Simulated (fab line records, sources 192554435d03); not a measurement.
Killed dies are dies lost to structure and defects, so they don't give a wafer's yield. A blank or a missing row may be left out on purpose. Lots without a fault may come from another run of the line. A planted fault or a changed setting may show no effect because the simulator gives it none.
Chamber matching | flow n5_finfet | N5_MOL_CONTACT_COAG_ALD_131 on ald_sin-02: 4 sister chambers
The step deposits SiO2, target thk 5 nm, pulse time 1 s, co reactant pulse time 1 s. 4 wafers are shown with their chamber, then 7 later ones without.

WAFERS WITH THEIR CHAMBER
wafer  | chamber | heater_power_w (W)
L078.1 | 1       | 73
L085.3 | 0       | 75
L089.1 | 2       | 74
L089.2 | 3       | 71

WAFERS WITHOUT THEIR CHAMBER
wafer  | heater_power_w (W)
L089.6 | 75
L094.2 | 72
L094.4 | 73
L094.6 | 70
L097.4 | 73
L097.5 | 74
L097.6 | 72

WHICH CHAMBER EACH WENT THROUGH
wafer  | from the rows above          | in truth
L089.6 | can't be placed: 0 or 2      | 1
L094.2 | can't be placed: 1 or 3 or 2 | 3
L094.4 | can't be placed: 1 or 2      | 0
L094.6 | 3                            | 3
L097.4 | can't be placed: 1 or 2      | 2
L097.5 | can't be placed: 2 or 0 or 1 | 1
L097.6 | can't be placed: 1 or 3 or 2 | 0
Placed correctly: 1 of 7. Can't be placed from these rows: 6 (the true chamber is among the candidates in 3). Placed wrongly: 0.
How it was worked out, from the rows above alone: a wafer's distance from a chamber is the root of the sum, over the readings, of the square of ((its reading less the chamber's mean) divided by the reading's scatter). The wafer belongs to the nearest chamber; if the next one is less than 2 further off, it can't be placed. A chamber's mean is the mean of its shown wafers. The scatter: with one shown wafer a chamber, the root of the mean of the squares of how far each hidden wafer lies from its nearest shown one.
